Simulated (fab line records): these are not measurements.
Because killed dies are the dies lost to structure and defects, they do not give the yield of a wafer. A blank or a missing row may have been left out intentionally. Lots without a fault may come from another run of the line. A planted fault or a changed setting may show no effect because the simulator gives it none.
The tool behind it: which one? :: flow n5-finfet :: Sampling: 10 lots, 29 wafers, 3 of 1938 route steps

## WHAT THE GAUGES READ, wafer by wafer
N5_DUMMY_GATE_CD_MEAS_15: the cd target is 25.8 nm.
lot: L416
measured: day 3 05:42
on: cd-sem-03
cd-nm (nm): 24.92 24.88

lot: L417
measured: day 3 07:32
on: cd-sem-02
cd-nm (nm): 24.63 25.23 24.76

lot: L420
measured: day 4 00:29
on: cd-sem-01
cd-nm (nm): 25.07 24.88 25.22

lot: L421
measured: day 4 05:25
on: cd-sem-01
cd-nm (nm): 25.56 25.25 25.47

lot: L422
measured: day 4 11:04
on: cd-sem-01
cd-nm (nm): 25.41 24.85 25.17

lot: L424
measured: day 4 21:23
on: cd-sem-02
cd-nm (nm): 24.95 24.83 24.75

lot: L428
measured: day 5 23:56
on: cd-sem-01
cd-nm (nm): 23.40 23.85 23.66

lot: L429
measured: day 6 04:05
on: cd-sem-01
cd-nm (nm): 24.00 23.93 24.08

lot: L431
measured: day 6 20:59
on: cd-sem-02
cd-nm (nm): 24.68 24.82 24.59

lot: L436
measured: day 7 21:43
on: cd-sem-02
cd-nm (nm): 24.75 25.00 24.83

## EACH LOT AND THE TOOL THAT RAN IT (in order: tool; ch and the chambers of the sampled wafers; start)
lot: L416
N5_STI_FIN_REVEAL_OXIDATION_31: plasma-asher-01 ch 0,1, day 2 13:44
N5_DUMMY_GATE_EXPOSE_12: euv-scanner-01 ch 0, day 3 05:34

lot: L417
N5_STI_FIN_REVEAL_OXIDATION_31: plasma-asher-02 ch 0,1, day 2 18:33
N5_DUMMY_GATE_EXPOSE_12: euv-scanner-02 ch 0, day 3 07:26

lot: L420
N5_STI_FIN_REVEAL_OXIDATION_31: plasma-asher-01 ch 0,1, day 3 14:55
N5_DUMMY_GATE_EXPOSE_12: euv-scanner-01 ch 0, day 4 00:22

lot: L421
N5_STI_FIN_REVEAL_OXIDATION_31: plasma-asher-02 ch 0, day 3 20:10
N5_DUMMY_GATE_EXPOSE_12: euv-scanner-02 ch 0, day 4 05:17

lot: L422
N5_STI_FIN_REVEAL_OXIDATION_31: plasma-asher-01 ch 0,1, day 4 01:58
N5_DUMMY_GATE_EXPOSE_12: euv-scanner-02 ch 0, day 4 10:57

lot: L424
N5_STI_FIN_REVEAL_OXIDATION_31: plasma-asher-02 ch 0,1, day 4 12:14
N5_DUMMY_GATE_EXPOSE_12: euv-scanner-01 ch 0, day 4 21:16

lot: L428
N5_STI_FIN_REVEAL_OXIDATION_31: plasma-asher-02 ch 0,1, day 5 14:42
N5_DUMMY_GATE_EXPOSE_12: euv-scanner-01 ch 0, day 5 23:48

lot: L429
N5_STI_FIN_REVEAL_OXIDATION_31: plasma-asher-02 ch 0,1, day 5 18:55
N5_DUMMY_GATE_EXPOSE_12: euv-scanner-01 ch 0, day 6 03:58

lot: L431
N5_STI_FIN_REVEAL_OXIDATION_31: plasma-asher-01 ch 0,1, day 6 06:56
N5_DUMMY_GATE_EXPOSE_12: euv-scanner-02 ch 0, day 6 20:52

lot: L436
N5_STI_FIN_REVEAL_OXIDATION_31: plasma-asher-02 ch 0,1, day 7 12:26
N5_DUMMY_GATE_EXPOSE_12: euv-scanner-02 ch 0, day 7 21:35
- N5_STI_FIN_REVEAL_OXIDATION_31: chemistry O2 PLASMA REMOTE, time 20 s.
- N5_DUMMY_GATE_EXPOSE_12: exposes mask GATE, target cd 25 nm.

## THE ANSWER, worked out from the rows above alone
Rule: usual is defined by the lots themselves. Put in order of their means at a reading, lots are off if they are a third of the lots or fewer, leave a main group of 4 or more, and stand apart from it by a gap of 3 or more times the standard deviation of the main group's means; of several such gaps the widest counts. A main group whose means are all the same, to the digits that the tables above print for the reading, isn't used. A lot without any number at a reading at which 4 lots or more have one is off too. Where the step has rows for the other lots, those lots are counted as sound.
Off: L428, L429 (N5_DUMMY_GATE_CD_MEAS_15, cd-nm). For the main group the mean is 24.98 nm and the standard deviation 0.21.
If a tool, at a process step before that reading, ran all the lots that are off and no sound lot after the first of them, it fits. Gauges at N5_DUMMY_GATE_CD_MEAS_15: tried the same way as those tools. 2 tools fit, euv-scanner-01 at N5_DUMMY_GATE_EXPOSE_12 and cd-sem-01 at N5_DUMMY_GATE_CD_MEAS_15, so this cannot tell which one it is.

## WHAT THE SIMULATOR HAD INSERTED
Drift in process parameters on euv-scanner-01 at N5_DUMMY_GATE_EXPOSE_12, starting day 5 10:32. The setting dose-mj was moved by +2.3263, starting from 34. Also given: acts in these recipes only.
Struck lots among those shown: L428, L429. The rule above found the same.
